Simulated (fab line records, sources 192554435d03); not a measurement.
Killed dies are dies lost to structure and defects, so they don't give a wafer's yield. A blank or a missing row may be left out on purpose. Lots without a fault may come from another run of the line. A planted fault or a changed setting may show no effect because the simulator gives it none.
Chamber matching | flow n5_finfet | N5_BEOL_M1_PRE_CLEAN_60 on cvd_co-01: 3 sister chambers
The step time 15 s. 22 wafers are shown with their chamber, then 11 later ones without.

WAFERS WITH THEIR CHAMBER
wafer  | chamber | heater_power_w (W)
L077.3 | 1       | 60
L077.4 | 0       | 130
L077.6 | 1       | 60
L075.3 | 0       | 133
L075.4 | 0       | 131
L075.6 | 2       | 58
L080.1 | 0       | 132
L080.4 | 0       | 131
L080.6 | 2       | 57
L079.3 | 1       | 60
L079.4 | 0       | 133
L079.6 | 1       | 61
L081.1 | 1       | 60
L081.2 | 0       | 136
L081.5 | 0       | 131
L082.1 | 0       | 133
L082.4 | 2       | 56
L082.5 | 1       | 60
L089.3 | 2       | 56
L089.4 | 2       | 57
L089.5 | 0       | 136
L092.2 | 0       | 134

SIGNATURES (means of the wafers above)
reading        | chamber 0 | chamber 1 | chamber 2 | scatter within a chamber
heater_power_w | 132.73    | 60.17     | 56.80     | 1.52
Rule: a wafer's distance from a chamber is the root of the sum, over the readings, of the square of ((its reading less the chamber's mean) divided by the reading's scatter). The wafer belongs to the nearest chamber; if the next one is less than 2 further off, it can't be placed. The scatter: the root of (the sum of the squares of (reading less its chamber's mean) over the shown wafers, divided by (wafers less chambers)).

WAFERS WITHOUT THEIR CHAMBER
wafer  | heater_power_w (W)
L092.5 | 58
L092.6 | 134
L094.4 | 61
L094.5 | 138
L094.6 | 60
L095.2 | 60
L095.4 | 57
L095.5 | 135
L097.4 | 133
L097.5 | 61
L097.6 | 59

WHICH CHAMBER EACH WENT THROUGH
wafer  | from the rows above     | in truth
L092.5 | can't be placed: 2 or 1 | 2
L092.6 | 0                       | 0
L094.4 | 1                       | 1
L094.5 | 0                       | 0
L094.6 | can't be placed: 1 or 2 | 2
L095.2 | can't be placed: 1 or 2 | 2
L095.4 | can't be placed: 2 or 1 | 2
L095.5 | 0                       | 0
L097.4 | 0                       | 0
L097.5 | 1                       | 1
L097.6 | can't be placed: 1 or 2 | 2
Placed correctly: 6 of 11. Can't be placed from these rows: 5 (the true chamber is among the candidates in 5). Placed wrongly: 0.
